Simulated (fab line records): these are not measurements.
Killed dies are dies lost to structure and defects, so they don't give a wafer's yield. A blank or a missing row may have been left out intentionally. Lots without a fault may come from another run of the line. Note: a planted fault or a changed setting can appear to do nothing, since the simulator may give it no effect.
fab line records	flow nand_harc
[record] lots = 12	wafers = 36	last_day = 24
route steps=1159 shown A_STAIRCASE@676 END@1159
lots with no fault: from the same line, run without faults
start_h: start of the lot's first displayed wafer, in hours after the record's first day	wait_h: time in hours since the lot's previous step	" same as the row above	L1.1+2: a row that stands for several wafers	- no value, or no start given	* or withheld: withheld	< > ~ a bound
route shown NAME@n: names a module that has steps shown in the file, with the first one's number in the route	usual: mean/standard deviation taken from wafers without a fault	same: alike in all rows	chamber/n: place in a boat	sites: the reading at each site	_std_site: the values' standard deviation	_edge_site: inner sites' mean taken away from outer sites' mean	radius_mm: how far each site lies from the wafer's centre	mask NAME#n: copy n	behind: the tool/chamber that last shaped the wafer	hold: why the lot was held/for how many hours/how that ended	device: names the non-switching transistor (n, p or np)	end of line: the tests these same wafers got at the end of their route	where a step has no rows: the recipe by itself	killed: count of dies lost to structure and defects at first sort (not the wafer's yield)	map: the dies of a wafer, with x for killed, . for not killed, _ for no die there
set.NAME: the setting as run; set.NAME@STEP: as run at that earlier step	model.NAME: the simulator's own value behind a step, which no gauge read
route steps across a sampled set of lots; one table per step, one row per wafer
services: the hour from which a tool's chamber was out of use, counted from the record's first day as start_h (under 0 if before that day), plus the number of hours and why
[[steps]]
[step NHARC_A_STAIRCASE_DEP_301]
[recipe] target_thk_a = 300	target_thk_nm = 30	temp_c = 400	pressure_torr = 3.5	flow_sccm = 200	rf_w = 350	material = SiON
[usual] chamber_pressure_Torr = 3.500/0.0072	heater_power_w = 752/66	rf_fwd_power_W = 348.4/1.1
lot.wafer	tool	chamber	start_h	wait_h	chamber_pressure_Torr	heater_power_w	rf_fwd_power_W
L630.1	pecvd-02	0	258.94	1.6	3.504	912	349.1
L630.6	"	0	"	"	3.501	909	348.2
L630.4	"	1	"	"	3.500	712	346.8
L633.1	pecvd-03	0	275.01	1.5	3.500	766	349.4
L633.3	"	2	"	"	3.509	738	347.7
L633.6	"	2	"	"	3.503	733	348.4
L631.5	pecvd-02	0	275.86	0.4	3.494	825	347.4
L631.4	"	1	"	"	3.499	716	350.7
L631.6	"	2	"	"	3.482	780	348.5
L632.3	pecvd-02	1	279.60	0.9	3.496	777	349.1
L632.1	"	0	"	"	3.493	903	348.7
L632.6	"	1	"	"	3.497	789	349.3
L634.2	pecvd-03	1	288.59	1.3	3.510	800	347.9
L634.4	"	2	"	"	3.501	706	348.8
L634.6	"	1	"	"	3.516	806	347.4
L643.2	pecvd-02	0	332.21	1.3	3.505	816	349.1
L643.3	"	1	"	"	3.503	727	349.2
L643.6	"	2	"	"	3.520	722	349.2
L644.1	pecvd-01	0	338.92	1.6	3.489	789	348.8
L644.4	"	0	"	"	3.495	772	350.5
L644.5	"	1	"	"	3.493	718	346.7
L646.1	pecvd-03	2	347.94	1.6	3.500	636	348.5
L646.6	"	0	"	"	3.499	694	345.8
L646.4	"	1	"	"	3.499	698	349.3
L648.1	pecvd-01	1	361.84	1.7	3.511	698	348.1
L648.4	"	0	"	"	3.514	707	348.3
L648.6	"	1	"	"	3.512	699	347.5
L649.2	pecvd-01	1	366.95	1.3	3.497	750	349.1
L649.3	"	0	"	"	3.491	687	348.7
L649.6	"	0	"	"	3.495	709	347.0
L650.3	pecvd-02	2	378.38	1.1	3.501	733	349.6
L650.5	"	2	"	"	3.509	760	349.2
L650.6	"	1	"	"	3.511	716	348.5
L651.3	pecvd-03	2	379.95	0.9	3.513	728	351.2
L651.2	"	0	"	"	3.496	683	348.7
L651.5	"	0	"	"	3.492	679	348.6
[step NHARC_A_STAIRCASE_ETCH_315]
[recipe] target_depth_a = 25000	time_s = 607.1	ion_energy_ev = 800	c4f8_flow_sccm = 80	o2_flow_sccm = 60	ar_flow_sccm = withheld	rf_w = 600	bias_w = 3000	chemistry = C4F8/O2/Ar
[usual] oes_product_au = 0.930/0.0094	rf_vpp_V = 1830/12
lot.wafer	tool	chamber	start_h	wait_h	oes_product_au	rf_hours_counter_h	rf_vpp_V
L630.1	rie_diel-08	3	-	-	0.933	46	1835
L630.4	"	1	"	"	0.931	36	1833
L630.6	"	2	"	"	0.922	-	1811
L633.3	rie_diel-02	3	-	-	0.935	44	1809
L633.1	"	0	"	"	0.926	44	1845
L633.6	"	0	"	"	0.936	-	1845
L631.4	rie_diel-07	1	-	-	0.914	16	1829
L631.5	"	0	"	"	0.922	-	1846
L631.6	"	1	"	"	0.930	-	1831
L632.1	rie_diel-08	3	-	-	0.937	53	1835
L632.3	"	1	"	"	0.930	42	1832
L632.6	"	3	"	"	0.928	-	1835
L634.2	rie_diel-07	2	-	-	0.924	19	1829
L634.4	"	3	"	"	0.936	19	1811
L634.6	"	2	"	"	0.936	-	1830
L643.3	rie_diel-08	2	-	-	0.932	13	1809
L643.2	"	3	"	"	0.933	11	1834
L643.6	"	2	"	"	0.932	-	1811
L644.1	rie_diel-07	0	-	-	0.938	39	1845
L644.4	"	1	"	"	0.926	42	1830
L644.5	"	0	"	"	0.931	-	1845
L646.4	rie_diel-02	0	-	-	0.923	3	1845
L646.1	"	1	"	"	0.927	3	1833
L646.6	"	0	"	"	0.930	-	1844
L648.4	rie_diel-02	2	-	-	0.913	7	1828
L648.1	"	3	"	"	0.925	6	1847
L648.6	"	2	"	"	0.916	-	1830
L649.3	rie_diel-08	1	-	-	0.931	24	1832
L649.2	"	3	"	"	0.941	24	1833
L649.6	"	2	"	"	0.933	-	1810
L650.3	rie_diel-02	0	-	-	0.924	14	1844
L650.5	"	1	"	"	0.936	-	1833
L650.6	"	2	"	"	0.918	-	1828
L651.2	rie_diel-07	3	-	-	0.925	53	1811
L651.3	"	1	"	"	0.918	56	1829
L651.5	"	0	"	"	0.925	-	1845
[step NHARC_A_STAIRCASE_ALD_420]
[recipe] target_thk_a = 200	pulse_time_s = 6	ald_cycles = 200	temp_c = 300	material = SiO2
[usual] heater_power_w = 466/45	precursor_pulse_height_rel = 1.001/0.02
[same] pulse_time_s = 6
lot.wafer	tool	chamber	start_h	wait_h	heater_power_w	precursor_pulse_height_rel
L630.1	ald_hk-02	3	271.68	-	446	0.990
L630.4	"	1	"	"	492	1.013
L630.6	"	3	"	"	448	1.012
L633.3	ald_hk-04	3	286.11	-	456	1.016
L633.1	"	0	"	"	416	0.973
L633.6	"	2	"	"	493	1.021
L631.4	ald_hk-04	3	288.03	-	461	1.018
L631.6	"	2	"	"	491	1.030
L631.5	"	3	"	"	467	0.998
L632.1	ald_hk-04	0	290.47	-	406	0.973
L632.3	"	3	"	"	460	1.001
L632.6	"	0	"	"	415	1.000
L634.4	ald_hk-02	0	297.82	-	494	0.996
L634.2	"	2	"	"	385	1.031
L634.6	"	0	"	"	475	0.978
L643.3	ald_hk-01	2	343.45	-	477	0.987
L643.2	"	3	"	"	458	1.000
L643.6	"	0	"	"	455	1.014
L644.1	ald_hk-04	2	349.80	-	492	1.033
L644.4	"	3	"	"	462	0.946
L644.5	"	2	"	"	488	1.007
L646.4	ald_hk-04	3	356.67	-	453	1.003
L646.1	"	1	"	"	498	1.027
L646.6	"	3	"	"	468	1.000
L648.1	ald_hk-02	1	369.24	-	492	0.987
L648.4	"	3	"	"	481	0.982
L648.6	"	1	"	"	485	0.990
L649.3	ald_hk-04	0	377.17	-	421	0.992
L649.2	"	2	"	"	488	0.992
L649.6	"	1	"	"	524	1.030
L650.3	ald_hk-02	0	387.77	-	480	0.985
L650.6	"	2	"	"	387	0.976
L650.5	"	3	"	"	493	1.004
L651.3	ald_hk-04	3	390.78	-	465	0.993
L651.2	"	1	"	"	519	1.024
L651.5	"	2	"	"	499	1.011
[step NHARC_A_STAIRCASE_DEP_325]
[recipe] target_thk_a = 38000	temp_c = 400	target_thk_nm = 3800	teos_flow_sccm = 200	rf_w = 500	material = SiO2
[usual] heater_power_w = 659/78	rf_fwd_power_W = 499.5/1.5
lot.wafer	tool	chamber	start_h	wait_h	heater_power_w	rf_fwd_power_W
L630.1	pecvd-02	1	294.42	0.3	760	501.4
L630.6	"	2	"	"	587	500.7
L630.4	"	1	"	"	627	501.1
L633.3	pecvd-01	1	311.45	0.2	641	499.3
L633.1	"	2	"	"	807	500.7
L633.6	"	0	"	"	564	498.9
L631.6	pecvd-02	0	311.66	0.4	694	500.7
L631.4	"	1	"	"	617	499.5
L631.5	"	2	"	"	598	499.2
L632.3	pecvd-03	0	315.67	0.3	709	498.5
L632.1	"	1	"	"	640	500.7
L632.6	"	1	"	"	598	501.9
L634.2	pecvd-02	2	320.83	0.1	724	498.2
L634.4	"	2	"	"	595	498.8
L634.6	"	0	"	"	710	502.2
L643.2	pecvd-03	0	369.87	0.2	629	561.8
L643.3	"	1	"	"	723	558.2
L643.6	"	1	"	"	591	560.2
L644.1	pecvd-03	1	374.62	0.2	728	558.7
L644.4	"	2	"	"	545	560.0
L644.5	"	1	"	"	579	559.1
L646.1	pecvd-01	0	383.11	0.1	705	498.1
L646.4	"	0	"	"	569	495.4
L646.6	"	1	"	"	596	497.3
L648.1	pecvd-02	2	396.55	0.5	790	498.4
L648.4	"	0	"	"	694	498.9
L648.6	"	2	"	"	652	498.6
L649.3	pecvd-02	1	400.33	0.2	647	501.1
L649.2	"	2	"	"	724	501.0
L649.6	"	0	"	"	713	499.5
L650.3	pecvd-01	1	414.77	0.2	653	500.0
L650.6	"	1	"	"	594	501.1
L650.5	"	2	"	"	702	499.5
L651.3	pecvd-02	0	414.88	0.3	845	498.8
L651.2	"	1	"	"	745	497.1
L651.5	"	1	"	"	632	498.6
[step NHARC_END_SORT_01]
[recipe] temp_c = 25
[usual] killed_at_array = 26/9.9	killed_at_other = 0.8/1	killed_at_periphery = 2.8/2.2	killed_dies = 29/9.9	killed_open = 3.2/1.8	killed_short = 2.1/1.4
[same] gross_dies = 677
lot.wafer	tool	chamber	start_h	wait_h	killed_at_array	killed_at_other	killed_at_periphery	killed_dies	killed_open	killed_short
L644.1	prober-01	0	512.10	2.5	12	0	1	13	2	2
L644.4	prober-01	0	514.50	3.4	21	0	1	22	6	4
L644.5	prober-01	0	515.30	3.7	19	0	3	22	6	7
L646.1	prober-01	0	527.72	2.5	33	0	2	35	6	3
L646.4	prober-01	0	530.10	3.4	26	0	1	27	1	3
L646.6	prober-01	0	531.70	4.0	33	0	1	34	5	2
// killed by level:class
L644.1 A_CHANNEL_HOLE_D1:chamber_film_flake=4 A_WL_FILL:chamber_film_flake=2 P_M0:geometric_particle:open=1 A_ONON_D1:geometric_particle:short=1 A_SGD_CUT:geometric_particle:open=1 A_WL_FILL:geometric_particle:short=1 A_CHANNEL_FILL_D1:chamber_film_flake=1 A_STAIRCASE:chamber_film_flake=1
L644.4 A_CHANNEL_HOLE_D1:chamber_film_flake=4 A_CONTACT:chamber_film_flake=4 A_CHANNEL_FILL_D1:geometric_particle:open=3 A_WL_FILL:geometric_particle:open=2 A_STAIRCASE:chamber_film_flake=2 P_M1:geometric_particle:short=1 A_ONON_D1:geometric_particle:short=1 A_CHANNEL_FILL_D1:geometric_particle:short=1
L644.5 A_CONTACT:chamber_film_flake=3 P_GATE:geometric_particle:open=2 A_CHANNEL_FILL_D1:geometric_particle:short=2 A_SGD_CUT:geometric_particle:short=2 A_WL_FILL:geometric_particle:short=2 A_CONTACT:geometric_particle:open=2 A_CHANNEL_HOLE_D1:chamber_film_flake=2 P_M0:geometric_particle:open=1
L646.1 A_CHANNEL_HOLE_D1:chamber_film_flake=14 A_STAIRCASE:chamber_film_flake=8 A_CHANNEL_FILL_D1:geometric_particle:open=2 A_CONTACT:geometric_particle:open=2 A_CONTACT:chamber_film_flake=2 P_M0:geometric_particle:open=1 A_ONON_D1:geometric_particle:open=1 A_CHANNEL_HOLE_D1:geometric_particle:short=1
L646.4 A_CHANNEL_HOLE_D1:chamber_film_flake=15 A_CONTACT:chamber_film_flake=4 A_STAIRCASE:chamber_film_flake=2 A_WL_FILL:chamber_film_flake=2 P_M0:geometric_particle:open=1 A_ONON_D1:geometric_particle:short=1 A_SGD_CUT:geometric_particle:short=1 A_BLC:geometric_particle:short=1
L646.6 A_CHANNEL_HOLE_D1:chamber_film_flake=17 A_STAIRCASE:chamber_film_flake=7 A_WL_FILL:chamber_film_flake=2 P_M0:geometric_particle:open=1 A_ONON_D1:geometric_particle:short=1 A_SGD_CUT:geometric_particle:short=1 A_WL_FILL:geometric_particle:open=1 A_CONTACT:geometric_particle:open=1
[[services]]
tool	chamber	start_h	hours	kind
pecvd-01	-	237.18	13.0	pm
ald_hk-01	-	247.75	0.8	repair
rie_diel-02	2	253.28	25.0	repair
pecvd-02	1	262.67	10.2	repair
pecvd-03	-	276.12	1.2	repair
pecvd-03	-	292.25	13.0	pm
pecvd-03	0	292.25	13.0	vent_cycle
pecvd-03	1	292.25	13.0	vent_cycle
pecvd-03	2	292.25	13.0	vent_cycle
rie_diel-08	-	301.80	9.0	pm
rie_diel-02	-	327.77	9.0	pm
pecvd-02	-	334.07	13.0	pm
pecvd-02	0	334.07	13.0	vent_cycle
pecvd-02	1	334.07	13.0	vent_cycle
pecvd-02	2	334.07	13.0	vent_cycle
rie_diel-02	3	338.36	6.1	repair
pecvd-02	0	347.07	-	clean
pecvd-02	1	347.07	-	clean
pecvd-02	2	347.07	-	clean
pecvd-01	2	362.14	21.4	repair
rie_diel-07	1	371.43	2.3	repair
pecvd-03	0	373.80	4.0	repair
ald_hk-02	-	404.46	0.8	repair
rie_diel-07	-	406.41	9.0	pm
[[key]]
[first_sign] step = NHARC_A_STAIRCASE_DEP_325	reading = rf_fwd_power_W	direction = up	sigmas = 39	usual = *	struck = *
effect none on later readings
met_at NHARC_A_STAIRCASE_DEP_325
struck_lots L643,L644
tester_left_out L643,L644
not_acting_at NHARC_A_STAIRCASE_DEP_301,NHARC_A_STAIRCASE_ETCH_315,NHARC_A_STAIRCASE_ALD_420
onset_between 315.67 369.87
[fault] kind = process_parameter_drift	tool = pecvd-03	chamber = -	onset_h = 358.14	steps = NHARC_A_STAIRCASE_DEP_325	channel = rf_w	offset = *	shape = step	end_h = 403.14	acts_in = *	stated = *
// tester_left_out: of these lots the tester's yield and bins aren't shown, on N5 and GAA mostly nor the transistor test; their killed dies are dies lost to structure and defects alone, not to doping, threshold or leakage, so they don't give the yield
